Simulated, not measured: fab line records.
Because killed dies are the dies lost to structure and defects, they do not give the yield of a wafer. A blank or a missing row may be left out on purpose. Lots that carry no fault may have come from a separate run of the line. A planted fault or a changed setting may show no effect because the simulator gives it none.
fab line records	flow nand-harc
[record] lots = 24	wafers = 72	last-day = 25
route steps=1159 shown P_GATE@202 P_CONTACT@217 P_M1@302
lots with no fault: from the same line, run without faults
start-h: hours from the record's opening day to when the first of the lot's shown wafers began	wait-h: hours since the lot's step before	" the same as in the row above	L1.1+2: several wafers, shown together as one row	- either no value or no given start	* or withheld: withheld	< > ~ a bound
route shown NAME@n: NAME is a module with steps in the file, n the number in the route of the first one	usual: mean/standard deviation taken from wafers without a fault	same: alike in all rows	chamber/n: place in a boat	sites: per-site readings	_std_site: the standard deviation of these	_edge_site: mean of outer sites minus mean of inner sites	radius-mm: for every site, how far away it sits from the centre of the wafer	mask NAME#n: copy n	behind: the most recent tool/chamber to have shaped the wafer	hold: cause of the lot's hold/its duration in hours/its outcome	device: which transistor (n, p or np) failed to switch	end of line: tests of these same wafers at the route's end	a step given without rows: its recipe and nothing more	killed: dies that structure and defects cost at the first sort, which is not the same as the wafer's yield	map: per-die view of a wafer (x killed, . not killed, _ where there is no die)
set.NAME: the setting the step ran with; set.NAME@STEP: the setting that earlier step ran with	model.NAME: the simulator's own value behind a step, which no gauge read
one table for each step of the route and one row for each wafer, over a sample of lots
services: when a tool's chamber went out of use (start-h, in hours from the record's first day, below 0 if earlier), for how many hours, and the reason
[[steps]]
[step NHARC_P_GATE_DESCUM_93]
[recipe] time-s = 3	o2-flow-sccm = 200	ar-flow-sccm = 0	bias-power-w = 0	chemistry = O2
[usual] drypump-motor-current-A = 5.8/0.38	oes-product-au = 1.000/0.013	rf-vpp-V = 57.8/0.84	showerhead-plenum-p-Torr = 1.91/0.058	throttle-valve-pct = 11.311/0.0088
lot.wafer	tool	chamber	start-h	wait-h	drypump-motor-current-A	oes-product-au	rf-hours-counter-h	rf-vpp-V	showerhead-plenum-p-Torr	throttle-valve-pct
L074.2	rie-diel-02	2	110.62	-	5.9	1.010	42	57.6	1.85	11.301
L074.3	"	3	"	"	6.1	1.028	49	58.8	1.93	11.308
L074.1	"	0	"	"	5.1	0.998	48	58.4	1.94	11.303
L075.4	rie-diel-08	0	111.07	-	6.1	0.988	59	58.0	1.82	11.320
L075.3	"	2	"	"	5.9	1.003	58	60.3	1.99	11.315
L075.2	"	3	"	"	5.3	0.991	39	56.4	1.99	11.310
L076.2	rie-diel-05	3	118.59	-	5.7	0.998	22	56.8	1.97	11.311
L076.5	"	3	"	"	5.7	1.001	-	58.7	1.97	11.313
L076.6	"	0	"	"	5.9	0.992	-	57.7	1.95	11.308
L077.1	rie-diel-08	2	121.66	-	5.9	1.006	60	56.8	1.99	11.316
L077.3	"	0	"	"	6.1	0.998	61	58.1	1.82	11.321
L077.4	"	1	"	"	5.0	0.996	59	57.2	1.88	11.321
L078.2	rie-diel-08	2	122.04	-	5.9	1.016	60	57.0	1.99	11.306
L078.5	"	1	"	"	5.0	0.997	-	59.7	1.88	11.311
L078.6	"	2	"	"	5.9	1.006	-	58.1	1.99	11.319
L079.4	rie-diel-05	0	136.85	-	5.9	0.985	25	57.9	1.94	11.317
L079.1	"	2	"	"	6.1	0.990	28	58.1	1.88	11.311
L079.6	"	0	"	"	5.9	0.982	-	57.1	1.94	11.323
L081.1	rie-diel-05	3	147.12	-	5.7	1.004	27	58.0	1.97	11.299
L081.2	"	2	"	"	6.1	0.999	29	57.1	1.87	11.297
L081.5	"	0	"	"	5.9	0.995	-	58.2	1.94	11.321
L080.1	rie-diel-02	2	148.03	-	5.9	0.996	55	57.0	1.85	11.306
L080.6	"	2	"	"	5.9	1.016	-	58.3	1.85	11.308
L080.5	"	3	"	"	6.2	1.029	-	58.1	1.93	11.301
L083.2	rie-diel-05	3	157.90	-	5.7	1.017	27	57.8	1.97	11.314
L083.1	"	0	"	"	5.9	0.978	27	58.5	1.94	11.312
L083.5	"	1	"	"	5.8	1.004	-	58.9	1.88	11.315
L082.1	rie-diel-08	2	162.69	-	5.9	1.011	14	57.9	1.99	11.306
L082.2	"	0	"	"	6.1	0.984	13	56.8	1.82	11.304
L082.5	"	2	"	"	5.9	1.001	-	57.2	1.99	11.312
L084.4	rie-diel-08	2	164.18	-	5.9	1.010	15	58.0	1.99	11.296
L084.6	"	3	"	"	5.3	0.989	-	57.5	1.98	11.300
L084.5	"	0	"	"	6.1	0.991	-	58.3	1.82	11.319
L086.2	rie-diel-05	3	180.58	-	5.8	1.019	2	59.0	1.97	11.309
L086.1	"	0	"	"	6.0	0.982	2	57.4	1.94	11.317
L086.6	"	0	"	"	5.9	0.996	-	56.7	1.94	11.320
L087.3	rie-diel-08	1	181.00	-	5.0	1.006	20	57.1	1.87	11.308
L087.1	"	0	"	"	6.1	0.989	22	55.6	1.82	11.311
L087.5	"	1	"	"	5.0	1.007	-	56.8	1.87	11.292
L085.4	rie-diel-02	3	181.37	-	6.2	1.026	13	57.2	1.93	11.297
L085.1	"	1	"	"	6.0	0.994	10	57.3	1.99	11.308
L085.6	"	3	"	"	6.2	1.026	-	57.4	1.93	11.310
L088.4	rie-diel-08	0	186.70	-	6.1	0.985	23	57.4	1.81	11.320
L088.1	"	1	"	"	5.0	1.013	22	58.1	1.87	11.313
L088.5	"	1	"	"	5.0	1.008	-	57.5	1.87	11.313
L090.4	rie-diel-08	1	201.15	-	5.0	0.995	26	57.6	1.87	11.294
L090.1	"	3	"	"	5.3	0.998	31	58.0	1.98	11.322
L090.6	"	1	"	"	5.0	1.004	-	57.8	1.87	11.327
L089.3	rie-diel-02	2	201.64	-	5.9	0.995	18	58.6	1.84	11.315
L089.1	"	1	"	"	6.0	1.005	17	57.7	1.99	11.314
L089.6	"	2	"	"	5.9	0.999	-	57.9	1.84	11.315
L091.2	rie-diel-05	0	208.27	-	5.9	0.980	8	56.8	1.94	11.315
L091.1	"	2	"	"	6.1	0.979	11	56.6	1.87	11.312
L091.3	"	3	"	"	5.7	1.012	11	58.8	1.96	11.312
L092.2	rie-diel-02	1	212.92	-	6.0	0.981	21	58.8	1.99	11.290
L092.1	"	2	"	"	5.9	1.004	22	58.7	1.84	11.315
L092.6	"	1	"	"	6.0	0.985	-	57.1	1.99	11.314
L093.1	rie-diel-05	3	219.88	-	5.7	1.016	12	56.8	1.96	11.325
L093.3	"	1	"	"	5.8	1.014	3	57.9	1.87	11.308
L093.6	"	3	"	"	5.7	1.021	-	57.7	1.96	11.325
L094.4	rie-diel-05	1	227.40	-	5.8	1.009	5	57.3	1.87	11.309
L094.2	"	3	"	"	5.7	1.025	13	57.5	1.96	11.308
L094.5	"	0	"	"	5.9	1.000	-	57.7	1.94	11.305
L095.4	rie-diel-05	1	227.86	-	5.8	1.006	5	57.6	1.87	11.316
L095.3	"	2	"	"	6.1	0.984	13	57.8	1.87	11.320
L095.5	"	1	"	"	5.8	1.008	-	59.6	1.87	11.319
L096.1	rie-diel-08	0	232.90	-	6.1	0.991	37	56.6	1.81	11.305
L096.2	"	1	"	"	5.1	1.004	35	58.4	1.87	11.301
L096.6	"	0	"	"	6.1	0.983	-	56.3	1.81	11.315
L097.4	rie-diel-02	0	244.18	-	5.1	1.011	34	58.0	1.93	11.308
L097.3	"	1	"	"	6.0	0.999	33	58.4	1.99	11.325
L097.6	"	2	"	"	5.9	0.990	-	57.8	1.84	11.298
[step NHARC_P_CONTACT_DEP_30]
[recipe] target-thk-a = 300	temp-c = 400	target-thk-nm = 30	flow-sccm = 200	rf-w = 450	material = SiNx
[usual] heater-power-w = 677/99
lot.wafer	tool	chamber	start-h	wait-h	heater-power-w
L074.3	pecvd-04	1	115.00	0.1	533
L074.2	"	2	"	"	641
L074.1	"	0	"	"	544
L075.3	pecvd-01	0	115.75	0.1	826
L075.2	"	1	"	"	650
L075.4	"	2	"	"	603
L076.2	pecvd-01	1	121.97	0.3	583
L076.5	"	0	"	"	826
L076.6	"	1	"	"	576
L077.3	pecvd-04	1	124.78	0.1	491
L077.1	"	2	"	"	771
L077.4	"	0	"	"	661
L078.2	pecvd-01	2	125.00	0.1	589
L078.6	"	2	"	"	583
L078.5	"	0	"	"	874
L079.1	pecvd-01	0	141.04	0.1	825
L079.4	"	2	"	"	579
L079.6	"	1	"	"	644
L081.2	pecvd-01	2	150.27	0.1	565
L081.1	"	1	"	"	683
L081.5	"	0	"	"	841
L080.1	pecvd-03	2	151.09	0.1	801
L080.6	"	0	"	"	708
L080.5	"	2	"	"	778
L083.1	pecvd-01	0	160.87	0.1	849
L083.2	"	1	"	"	644
L083.5	"	0	"	"	862
L082.1	pecvd-04	0	165.73	0.1	557
L082.2	"	1	"	"	546
L082.5	"	0	"	"	545
L084.4	pecvd-01	1	167.24	0.2	565
L084.5	"	2	"	"	574
L084.6	"	0	"	"	759
L086.2	pecvd-03	0	183.91	0.3	730
L086.1	"	1	"	"	731
L086.6	"	2	"	"	691
L087.3	pecvd-04	1	184.07	0.1	569
L087.1	"	2	"	"	665
L087.5	"	0	"	"	606
L085.1	pecvd-03	1	184.41	0.1	732
L085.6	"	0	"	"	684
L085.4	"	2	"	"	784
L088.1	pecvd-04	0	189.79	0.1	609
L088.4	"	1	"	"	601
L088.5	"	2	"	"	777
L090.1	pecvd-03	2	204.31	0.1	683
L090.6	"	2	"	"	654
L090.4	"	0	"	"	670
L089.3	pecvd-03	2	204.76	0.2	789
L089.1	"	0	"	"	733
L089.6	"	1	"	"	742
L091.2	pecvd-01	0	211.30	0.1	746
L091.3	"	1	"	"	622
L091.1	"	2	"	"	579
L092.2	pecvd-01	0	215.92	0.1	846
L092.1	"	2	"	"	521
L092.6	"	2	"	"	508
L093.1	pecvd-03	2	223.14	0.1	708
L093.3	"	0	"	"	644
L093.6	"	1	"	"	740
L094.2	pecvd-01	0	230.48	0.1	760
L094.5	"	2	"	"	526
L094.4	"	1	"	"	599
L095.3	pecvd-03	2	231.17	0.1	775
L095.5	"	1	"	"	683
L095.4	"	2	"	"	820
L096.2	pecvd-03	0	235.93	0.1	650
L096.1	"	1	"	"	787
L096.6	"	2	"	"	768
L097.3	pecvd-04	0	247.28	0.2	585
L097.4	"	2	"	"	715
L097.6	"	0	"	"	592
[step NHARC_P_CONTACT_INSPECT_27]
[usual] raw-defect-count = 296/110
lot.wafer	tool	chamber	start-h	wait-h	raw-defect-count
L074.1	defect-inspect-01	-	125.82	0.1	319
L074.2	"	-	"	"	148
L074.3	"	-	"	"	155
L075.2	defect-inspect-02	-	126.37	0.1	344
L075.3	"	-	"	"	310
L075.4	"	-	"	"	434
L076.2	defect-inspect-02	-	132.48	0.1	148
L076.5	"	-	"	"	243
L076.6	"	-	"	"	251
L077.1	defect-inspect-01	-	133.88	0.1	230
L077.3	"	-	"	"	235
L077.4	"	-	"	"	236
L078.2	defect-inspect-02	-	134.03	0.1	410
L078.5	"	-	"	"	232
L078.6	"	-	"	"	180
L079.1	defect-inspect-02	-	148.32	0.1	677
L079.4	"	-	"	"	263
L079.6	"	-	"	"	329
L081.1	defect-inspect-02	-	159.09	0.1	385
L081.2	"	-	"	"	196
L081.5	"	-	"	"	596
L080.1	defect-inspect-02	-	159.56	0.1	350
L080.5	"	-	"	"	163
L080.6	"	-	"	"	498
L083.1	defect-inspect-02	-	168.23	0.1	258
L083.2	"	-	"	"	238
L083.5	"	-	"	"	215
L082.1	defect-inspect-01	-	171.55	0.1	372
L082.2	"	-	"	"	465
L082.5	"	-	"	"	567
L084.4	defect-inspect-01	-	172.07	0.1	232
L084.5	"	-	"	"	306
L084.6	"	-	"	"	260
L086.1	defect-inspect-01	-	192.85	0.1	216
L086.2	"	-	"	"	318
L086.6	"	-	"	"	299
L087.1	defect-inspect-01	-	193.14	0.1	389
L087.3	"	-	"	"	562
L087.5	"	-	"	"	279
L085.1	defect-inspect-02	-	193.39	0.1	261
L085.4	"	-	"	"	229
L085.6	"	-	"	"	308
L088.1	defect-inspect-01	-	196.50	0.1	243
L088.4	"	-	"	"	243
L088.5	"	-	"	"	138
L090.1	defect-inspect-01	-	211.27	0.1	313
L090.4	"	-	"	"	348
L090.6	"	-	"	"	221
L089.1	defect-inspect-02	-	211.81	0.1	214
L089.3	"	-	"	"	236
L089.6	"	-	"	"	235
L091.1	defect-inspect-01	-	218.47	0.1	322
L091.2	"	-	"	"	218
L091.3	"	-	"	"	258
L092.1	defect-inspect-01	-	221.02	0.1	462
L092.2	"	-	"	"	242
L092.6	"	-	"	"	367
L093.1	defect-inspect-01	-	230.27	0.1	167
L093.3	"	-	"	"	266
L093.6	"	-	"	"	131
L094.2	defect-inspect-02	-	235.41	0.1	165
L094.4	"	-	"	"	272
L094.5	"	-	"	"	181
L095.3	defect-inspect-02	-	235.95	0.1	256
L095.4	"	-	"	"	272
L095.5	"	-	"	"	422
L096.1	defect-inspect-01	-	241.34	0.1	319
L096.2	"	-	"	"	510
L096.6	"	-	"	"	408
L097.3	defect-inspect-01	-	252.10	0.1	179
L097.4	"	-	"	"	447
L097.6	"	-	"	"	321
[step NHARC_P_M1_STRIP_18]
[recipe] power-w = 1000	n2-flow-sccm = 150	h2-flow-sccm = 150	ar-flow-sccm = 0	bias-w = 0	chemistry = N2/H2
[usual] drypump-motor-current-A = 5.9/0.43	oes-product-au = 1.002/0.013	rf-vpp-V = 90.9/0.99	showerhead-plenum-p-Torr = 2.08/0.086	throttle-valve-pct = 14.170/0.0095
[same] bias-w = 0
lot.wafer	tool	chamber	start-h	wait-h	drypump-motor-current-A	oes-product-au	rf-hours-counter-h	rf-vpp-V	showerhead-plenum-p-Torr	throttle-valve-pct
L074.3	rie-diel-10	0	131.20	0.1	6.2	0.993	3	92.3	2.18	14.165
L074.2	"	2	"	"	6.5	0.978	3	91.4	2.05	14.179
L074.1	"	3	"	"	5.6	1.014	3	89.5	2.13	14.157
L075.2	rie-diel-10	0	131.89	0.1	6.2	1.005	3	92.4	2.18	14.162
L075.3	"	3	"	"	5.7	1.014	3	90.4	2.13	14.170
L075.4	"	3	"	"	5.7	1.016	-	91.4	2.13	14.181
L076.2	rie-diel-10	1	138.07	0.1	5.0	0.980	3	90.5	1.95	14.193
L076.5	"	1	"	"	5.0	0.994	-	90.8	1.95	14.162
L076.6	"	2	"	"	6.4	0.982	-	91.3	2.05	14.167
L077.3	rie-diel-10	3	139.50	0.1	5.7	1.018	3	89.8	2.13	14.170
L077.1	"	2	"	"	6.5	0.991	3	92.5	2.05	14.183
L077.4	"	2	"	"	6.4	0.994	-	92.3	2.05	14.158
L078.2	rie-diel-11	2	139.70	0.1	5.8	0.985	8	91.3	1.98	14.179
L078.6	"	2	"	"	5.8	0.991	-	91.0	1.98	14.177
L078.5	"	0	"	"	6.3	0.986	-	90.3	2.06	14.181
L079.4	rie-diel-10	0	153.92	0.1	6.2	1.009	3	91.6	2.18	14.173
L079.1	"	1	"	"	5.0	0.999	4	90.1	1.95	14.171
L079.6	"	2	"	"	6.5	0.992	-	91.1	2.05	14.188
L081.1	rie-diel-10	0	165.13	0.1	6.2	1.004	4	92.1	2.18	14.168
L081.2	"	1	"	"	5.0	0.994	4	90.2	1.95	14.156
L081.5	"	0	"	"	6.2	1.001	-	92.7	2.18	14.174
L080.1	rie-diel-12	3	165.84	0.1	5.6	1.029	10	90.9	2.13	14.148
L080.6	"	3	"	"	5.6	1.013	-	91.4	2.13	14.176
L080.5	"	1	"	"	6.2	1.021	-	89.7	1.92	14.174
L083.1	rie-diel-11	1	173.78	0.1	5.7	1.009	9	92.1	2.06	14.163
L083.2	"	2	"	"	5.9	0.984	9	91.0	1.98	14.166
L083.5	"	1	"	"	5.7	0.998	-	90.1	2.06	14.197
L082.2	rie-diel-12	0	177.09	0.1	5.6	1.005	11	91.5	2.21	14.163
L082.1	"	2	"	"	6.2	1.004	10	90.1	2.04	14.173
L082.5	"	0	"	"	5.6	1.002	-	91.4	2.21	14.194
L084.4	rie-diel-12	2	177.71	0.1	6.2	1.007	10	89.6	2.04	14.164
L084.6	"	3	"	"	5.6	1.032	-	91.8	2.13	14.177
L084.5	"	0	"	"	5.5	1.012	-	92.3	2.21	14.169
L086.2	rie-diel-11	3	198.59	0.1	5.3	1.014	0	90.7	2.18	14.168
L086.1	"	0	"	"	6.3	1.011	0	90.9	2.06	14.161
L086.6	"	3	"	"	5.3	1.015	-	92.9	2.18	14.177
L087.3	rie-diel-10	2	198.82	0.1	6.5	0.981	1	90.1	2.05	14.153
L087.1	"	1	"	"	5.0	0.986	1	89.9	1.95	14.177
L087.5	"	3	"	"	5.6	0.978	-	90.7	2.13	14.168
L085.4	rie-diel-11	2	199.40	0.1	5.8	0.987	0	90.4	1.98	14.160
L085.1	"	3	"	"	5.3	0.999	0	92.3	2.18	14.172
L085.6	"	1	"	"	5.7	1.013	-	90.5	2.06	14.179
L088.1	rie-diel-12	3	201.94	0.1	5.6	1.039	13	91.2	2.13	14.163
L088.4	"	0	"	"	5.5	1.006	14	92.6	2.21	14.173
L088.5	"	2	"	"	6.1	0.999	-	88.9	2.04	14.161
L090.1	rie-diel-10	2	216.55	0.1	6.5	0.989	1	92.0	2.05	14.177
L090.6	"	3	"	"	5.7	0.995	-	92.0	2.13	14.174
L090.4	"	0	"	"	6.2	1.005	-	92.0	2.18	14.177
L089.1	rie-diel-10	2	217.24	0.1	6.5	0.980	1	91.5	2.05	14.177
L089.3	"	0	"	"	6.1	1.005	1	90.7	2.18	14.166
L089.6	"	2	"	"	6.5	0.989	-	89.6	2.05	14.168
L091.1	rie-diel-10	0	224.00	0.1	6.1	1.003	1	90.3	2.18	14.163
L091.3	"	1	"	"	5.0	0.988	1	90.0	1.95	14.178
L091.2	"	2	"	"	6.5	0.981	1	90.4	2.05	14.173
L092.1	rie-diel-12	0	226.51	0.1	5.5	1.004	0	92.4	2.21	14.159
L092.2	"	1	"	"	6.2	1.013	0	89.3	1.92	14.168
L092.6	"	1	"	"	6.2	1.011	-	90.9	1.92	14.159
L093.1	rie-diel-11	1	235.67	0.1	5.7	1.007	2	92.3	2.06	14.171
L093.3	"	0	"	"	6.4	1.024	3	91.4	2.06	14.177
L093.6	"	1	"	"	5.7	1.005	-	89.7	2.06	14.177
L094.2	rie-diel-10	0	241.04	0.1	6.2	0.999	2	89.8	2.18	14.163
L094.4	"	1	"	"	5.0	0.984	1	90.2	1.94	14.183
L094.5	"	1	"	"	5.0	0.991	-	89.8	1.94	14.163
L095.3	rie-diel-11	3	241.58	0.1	5.3	1.017	3	90.8	2.18	14.160
L095.4	"	0	"	"	6.3	1.025	3	90.3	2.06	14.186
L095.5	"	2	"	"	5.8	1.000	-	89.8	1.98	14.168
L096.1	rie-diel-12	0	246.67	0.1	5.6	0.993	2	92.7	2.21	14.169
L096.2	"	1	"	"	6.2	1.000	2	89.1	1.92	14.176
L096.6	"	3	"	"	5.6	1.008	-	92.0	2.13	14.174
L097.3	rie-diel-11	0	257.82	0.1	6.3	1.022	5	91.0	2.06	14.160
L097.4	"	2	"	"	5.8	0.988	4	90.7	1.98	14.173
L097.6	"	0	"	"	6.3	1.009	-	89.8	2.06	14.165
[step NHARC_P_M1_PVD_20]
[recipe] target-thk-a = 50	bias-v = 168.6	power-w = 15000	chamber-pressure-pa = 0.12	time-s = 8.06	substrate-temp-c = 50	material = TaN
[usual] chamber-pressure-pa = 0.12001/0.00024	throttle-valve-pct = 29.8/1.1
lot.wafer	tool	chamber	start-h	wait-h	chamber-pressure-pa	throttle-valve-pct
L074.1	pvd-sputter-03	-	-	-	0.12021	29.1
L074.3	"	-	"	"	0.12043	31.0
L074.2	"	-	"	"	0.11979	30.0
L075.4	pvd-sputter-01	-	-	-	0.11997	31.6
L075.3	"	-	"	"	0.12002	30.3
L075.2	"	-	"	"	0.11975	30.3
L076.2	pvd-sputter-02	-	-	-	0.1196	31.1
L076.5	"	-	"	"	0.12026	28.6
L076.6	"	-	"	"	0.11984	30.6
L077.1	pvd-sputter-01	-	-	-	0.12005	29.0
L077.4	"	-	"	"	0.1201	30.4
L077.3	"	-	"	"	0.11988	30.0
L078.2	pvd-sputter-02	-	-	-	0.11998	29.1
L078.6	"	-	"	"	0.11986	28.8
L078.5	"	-	"	"	0.12008	28.5
L079.4	pvd-sputter-03	-	-	-	0.1202	29.2
L079.1	"	-	"	"	0.12021	31.0
L079.6	"	-	"	"	0.11993	31.2
L081.1	pvd-sputter-02	-	-	-	0.11973	28.5
L081.2	"	-	"	"	0.12016	29.0
L081.5	"	-	"	"	0.12019	29.1
L080.1	pvd-sputter-02	-	-	-	0.11926	30.8
L080.6	"	-	"	"	0.11979	28.5
L080.5	"	-	"	"	0.1201	30.8
L083.1	pvd-sputter-01	-	-	-	0.11992	28.6
L083.2	"	-	"	"	0.12009	30.5
L083.5	"	-	"	"	0.12009	28.5
L082.2	pvd-sputter-01	-	-	-	0.11967	32.0
L082.1	"	-	"	"	0.11995	28.4
L082.5	"	-	"	"	0.11995	32.0
L084.4	pvd-sputter-02	-	-	-	0.1198	29.1
L084.6	"	-	"	"	0.11983	28.9
L084.5	"	-	"	"	0.11962	28.5
L086.2	pvd-sputter-01	-	-	-	0.11954	31.9
L086.1	"	-	"	"	0.1198	28.3
L086.6	"	-	"	"	0.12089	30.1
L087.1	pvd-sputter-03	-	-	-	0.11992	29.9
L087.3	"	-	"	"	0.1197	31.2
L087.5	"	-	"	"	0.1199	30.1
L085.1	pvd-sputter-01	-	-	-	0.12025	28.3
L085.4	"	-	"	"	0.11975	31.4
L085.6	"	-	"	"	0.1205	31.9
L088.1	pvd-sputter-03	-	-	-	0.12027	29.2
L088.4	"	-	"	"	0.12018	29.3
L088.5	"	-	"	"	0.12004	30.0
L090.1	pvd-sputter-03	-	-	-	0.12005	30.4
L090.4	"	-	"	"	0.11993	28.9
L090.6	"	-	"	"	0.12034	31.2
L089.3	pvd-sputter-02	-	-	-	0.1198	28.5
L089.1	"	-	"	"	0.11962	29.0
L089.6	"	-	"	"	0.12007	28.5
L091.2	pvd-sputter-03	-	-	-	0.11986	31.0
L091.3	"	-	"	"	0.11951	30.2
L091.1	"	-	"	"	0.11997	28.6
L092.1	pvd-sputter-03	-	-	-	0.12001	28.7
L092.2	"	-	"	"	0.12012	31.0
L092.6	"	-	"	"	0.12011	29.1
L093.3	pvd-sputter-01	-	-	-	0.11991	30.4
L093.1	"	-	"	"	0.12015	31.5
L093.6	"	-	"	"	0.12009	28.7
L094.4	pvd-sputter-03	-	-	-	0.11987	28.9
L094.2	"	-	"	"	0.11972	30.2
L094.5	"	-	"	"	0.11993	29.1
L095.4	pvd-sputter-02	-	-	-	0.12022	28.7
L095.3	"	-	"	"	0.11972	29.2
L095.5	"	-	"	"	0.12004	28.7
L096.1	pvd-sputter-03	-	-	-	0.12015	28.9
L096.2	"	-	"	"	0.11983	28.9
L096.6	"	-	"	"	0.1202	29.0
L097.3	pvd-sputter-01	-	-	-	0.12016	28.4
L097.4	"	-	"	"	0.12003	30.2
L097.6	"	-	"	"	0.11992	30.3
[step NHARC_P_M1_PVD_21]
[recipe] target-thk-a = 300	chamber-pressure-pa = 5	power-w = 5000	substrate-temp-c = 30	time-s = 20.49	material = Cu
[usual] chamber-pressure-pa = 5.000/0.0097	throttle-valve-pct = 29.9/1.1
lot.wafer	tool	chamber	start-h	wait-h	chamber-pressure-pa	throttle-valve-pct
L074.2	pvd-sputter-03	-	-	-	4.989	29.9
L074.3	"	-	"	"	5.004	29.1
L074.1	"	-	"	"	4.997	31.3
L075.4	pvd-sputter-01	-	-	-	5.002	29.3
L075.2	"	-	"	"	5.003	29.9
L075.3	"	-	"	"	4.998	31.7
L076.2	pvd-sputter-02	-	-	-	4.999	29.0
L076.5	"	-	"	"	4.999	29.0
L076.6	"	-	"	"	5.008	28.6
L077.1	pvd-sputter-01	-	-	-	4.993	30.1
L077.4	"	-	"	"	4.995	31.5
L077.3	"	-	"	"	4.993	29.2
L078.2	pvd-sputter-02	-	-	-	4.994	29.0
L078.5	"	-	"	"	4.999	28.5
L078.6	"	-	"	"	4.995	30.8
L079.4	pvd-sputter-03	-	-	-	4.991	31.0
L079.1	"	-	"	"	5.012	30.2
L079.6	"	-	"	"	4.987	28.8
L081.1	pvd-sputter-02	-	-	-	4.981	29.1
L081.2	"	-	"	"	5.001	28.5
L081.5	"	-	"	"	4.982	29.0
L080.1	pvd-sputter-02	-	-	-	5.006	30.7
L080.6	"	-	"	"	5.015	30.8
L080.5	"	-	"	"	4.973	28.7
L083.2	pvd-sputter-01	-	-	-	5.008	32.0
L083.1	"	-	"	"	4.993	28.5
L083.5	"	-	"	"	5.008	28.6
L082.2	pvd-sputter-01	-	-	-	5.009	28.7
L082.1	"	-	"	"	4.986	31.2
L082.5	"	-	"	"	4.994	28.6
L084.4	pvd-sputter-02	-	-	-	4.982	29.0
L084.6	"	-	"	"	4.993	29.0
L084.5	"	-	"	"	4.993	29.1
L086.2	pvd-sputter-01	-	-	-	5.016	28.6
L086.1	"	-	"	"	5.014	30.1
L086.6	"	-	"	"	4.990	28.3
L087.1	pvd-sputter-03	-	-	-	5.013	31.0
L087.3	"	-	"	"	4.997	30.0
L087.5	"	-	"	"	5.004	30.0
L085.4	pvd-sputter-01	-	-	-	5.002	28.6
L085.1	"	-	"	"	5.019	30.4
L085.6	"	-	"	"	4.986	28.7
L088.1	pvd-sputter-03	-	-	-	4.994	30.9
L088.4	"	-	"	"	4.991	29.0
L088.5	"	-	"	"	4.991	30.1
L090.1	pvd-sputter-03	-	-	-	5.005	28.9
L090.4	"	-	"	"	4.990	31.2
L090.6	"	-	"	"	5.020	29.0
L089.3	pvd-sputter-02	-	-	-	5.002	29.2
L089.1	"	-	"	"	5.009	28.6
L089.6	"	-	"	"	4.992	28.6
L091.3	pvd-sputter-03	-	-	-	4.992	30.9
L091.2	"	-	"	"	4.999	30.0
L091.1	"	-	"	"	4.986	29.0
L092.2	pvd-sputter-03	-	-	-	4.992	29.0
L092.1	"	-	"	"	5.013	31.0
L092.6	"	-	"	"	5.002	31.2
L093.3	pvd-sputter-01	-	-	-	5.008	31.9
L093.1	"	-	"	"	5.006	28.6
L093.6	"	-	"	"	5.008	32.0
L094.4	pvd-sputter-03	-	-	-	5.009	29.0
L094.2	"	-	"	"	5.010	29.0
L094.5	"	-	"	"	5.001	30.1
L095.3	pvd-sputter-02	-	-	-	4.993	30.2
L095.4	"	-	"	"	5.004	29.0
L095.5	"	-	"	"	4.997	29.4
L096.1	pvd-sputter-03	-	-	-	4.990	30.1
L096.2	"	-	"	"	4.993	31.1
L096.6	"	-	"	"	4.988	30.2
L097.3	pvd-sputter-01	-	-	-	4.998	31.9
L097.4	"	-	"	"	4.981	28.6
L097.6	"	-	"	"	4.991	31.9
[[services]]
tool	chamber	start-h	hours	kind
pvd-sputter-03	-	102.06	10.0	pm
pecvd-03	-	111.00	13.0	pm
pvd-sputter-02	-	116.12	9.9	repair
rie-diel-10	3	117.74	11.5	repair
pvd-sputter-01	-	119.64	9.8	repair
rie-diel-08	-	124.82	9.0	pm
rie-diel-10	1	129.85	4.0	repair
rie-diel-11	-	131.61	0.7	repair
rie-diel-10	0	138.91	2.2	repair
rie-diel-05	1	140.06	5.8	repair
pvd-sputter-03	-	156.51	1.5	repair
pvd-sputter-01	-	158.00	10.0	pm
rie-diel-05	-	163.69	9.0	pm
rie-diel-08	2	167.35	5.3	repair
rie-diel-10	-	176.50	9.0	pm
rie-diel-05	1	181.30	29.0	repair
rie-diel-05	0	192.09	8.7	repair
pecvd-03	1	211.71	5.7	repair
rie-diel-10	1	214.81	3.1	repair
pvd-sputter-02	-	223.47	10.0	pm
pecvd-01	-	237.00	13.0	pm
rie-diel-08	0	240.17	12.9	repair
pecvd-03	2	245.31	16.2	repair
pvd-sputter-02	-	245.36	13.1	repair
[[key]]
fault none
